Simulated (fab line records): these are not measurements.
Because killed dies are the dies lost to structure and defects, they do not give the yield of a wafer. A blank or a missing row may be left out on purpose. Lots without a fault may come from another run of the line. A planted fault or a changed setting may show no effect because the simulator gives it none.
Which tool did it? -- flow nandHarc -- 21 wafers from 7 lots sampled at 3 of the route's 1302 steps

WHAT THE GAUGES READ, wafer by wafer
NHARC_END_SORT_01.
lot,measured,on,killedDies
L893,day 27 17:07,prober-01,56 71 64
L898,day 28 14:54,prober-02,62 59 58
L903,day 30 09:15,prober-01,67 54 71
L904,day 31 17:06,prober-01,161 134 127

TOOL THAT RAN EACH LOT (tool first, then ch and the chambers of the sampled wafers, then the start)
lot,NHARC_A_BONDPAD_PRE_CLEAN_26,NHARC_THIN_TSV_ANNEAL_52
L888,"pvdSputter-03, day 23 10:39","rtpAnneal-02 ch 0, day 24 05:28"
L890,"pvdSputter-02, day 23 19:34","rtpAnneal-01 ch 0, day 24 10:32"
L892,"pvdSputter-03, day 25 04:20","rtpAnneal-01 ch 0, day 25 21:59"
L893,"pvdSputter-01, day 26 09:25","rtpAnneal-02 ch 0, day 27 04:28"
L898,"pvdSputter-02, day 27 08:32","rtpAnneal-02 ch 0, day 28 04:59"
L903,"pvdSputter-03, day 29 07:17","rtpAnneal-01 ch 0, day 29 23:14"
L904,"pvdSputter-01, day 30 08:59","rtpAnneal-01 ch 0, day 31 02:48"
- NHARC_A_BONDPAD_PRE_CLEAN_26: time 30 s.
- NHARC_THIN_TSV_ANNEAL_52: time 90 s.

THE ANSWER, worked out from the rows above alone
Rule: the lots themselves supply what counts as usual. Put in order of their means at a reading, lots are off if they are a third of the lots or fewer, leave a main group of 4 or more, and stand apart from it by a gap of 3 or more times the standard deviation of the main group's means; of several such gaps the widest counts. Not used: any main group whose means are identical at the precision the tables above print for the reading. Also off: a lot with no number at a reading for which 4 or more lots have one. The other lots that the step has rows for count as sound.
No lot is off on any of the readings shown, so nothing can be concluded from this.

WHAT THE SIMULATOR HAD INSERTED
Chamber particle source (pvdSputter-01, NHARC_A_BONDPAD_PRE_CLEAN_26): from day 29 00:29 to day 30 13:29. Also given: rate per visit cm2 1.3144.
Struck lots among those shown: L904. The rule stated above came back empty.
